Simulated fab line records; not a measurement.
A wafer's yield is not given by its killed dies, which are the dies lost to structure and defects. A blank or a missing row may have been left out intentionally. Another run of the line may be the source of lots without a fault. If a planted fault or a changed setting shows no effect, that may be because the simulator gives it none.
Chamber matching -- flow nandHarc -- NHARC_A_BLC_STRIP_21 on rieDiel-12 has 4 sister chambers
The step strips in O2. 27 wafers are shown with their chamber, then 12 later ones without.

WAFERS, EACH WITH ITS CHAMBER
wafer,chamber,showerheadPlenumPTorr (Torr),drypumpMotorCurrentA (A),oesProductAu (a.u.)
L074.2,2,3.72,5.9,0.992
L074.3,1,3.67,5.8,1.006
L074.5,1,3.67,5.8,1.008
L076.2,1,3.67,5.8,1.016
L076.4,2,3.72,5.9,0.993
L076.5,0,3.62,6.1,0.995
L079.3,1,3.66,5.8,0.999
L079.4,0,3.62,6.1,0.995
L079.5,2,3.72,5.8,1.008
L081.2,0,3.62,6.1,0.992
L081.4,2,3.72,5.8,0.993
L081.5,0,3.62,6.1,0.984
L085.3,3,3.35,6.1,0.995
L085.4,1,3.66,5.8,0.983
L085.5,0,3.62,6.1,0.997
L088.1,2,3.72,5.9,0.998
L088.4,0,3.62,6.1,0.988
L088.5,2,3.72,5.9,1.001
L086.3,0,3.62,6.0,0.990
L086.4,1,3.66,5.8,0.980
L086.6,0,3.62,6.0,0.990
L090.1,2,3.72,5.9,1.000
L090.3,3,3.35,6.2,1.007
L090.4,1,3.66,5.9,0.991
L093.2,2,3.72,5.9,1.009
L093.3,0,3.62,6.0,1.001
L093.5,1,3.66,5.8,0.991

SIGNATURES (means of the wafers above)
reading,chamber 0,chamber 1,chamber 2,chamber 3,scatter within a chamber
showerheadPlenumPTorr,3.6200,3.6638,3.7200,3.3500,0.00286
drypumpMotorCurrentA,6.067,5.812,5.875,6.150,0.046
oesProductAu,0.99244,0.99675,0.99925,1.00100,0.00863
Rule: a wafer lies at a distance from a chamber equal to the root of the sum of squares, over the readings, of (its reading less the chamber's mean, divided by the reading's scatter). The wafer belongs to the nearest chamber; if the next one is less than 2 further off, it can't be placed. The scatter is the square root of a quotient: the sum, over the shown wafers, of each reading's squared deviation from its chamber's mean, divided by wafers minus chambers.

WAFERS WITH NO CHAMBER GIVEN
wafer,showerheadPlenumPTorr (Torr),drypumpMotorCurrentA (A),oesProductAu (a.u.)
L091.1,3.66,5.9,0.983
L091.3,3.35,6.1,1.002
L091.4,3.62,6.1,1.002
L091.2,3.71,5.9,0.997
L091.5,3.62,6.1,1.005
L091.6,3.66,5.9,0.990
L096.1,3.62,6.1,1.001
L096.5,3.66,5.8,0.996
L096.6,3.71,5.9,1.006
L097.1,3.62,6.1,1.006
L097.3,3.35,6.1,1.015
L097.4,3.66,5.8,0.988

WHICH CHAMBER EACH WENT THROUGH
wafer,from the rows above,in truth
L091.1,1,1
L091.3,3,3
L091.4,0,0
L091.2,2,2
L091.5,0,0
L091.6,1,1
L096.1,0,0
L096.5,1,1
L096.6,2,2
L097.1,0,0
L097.3,3,3
L097.4,1,1
12 of 12 placed correctly. Can't be placed from these rows: 0. Wrongly placed: 0.
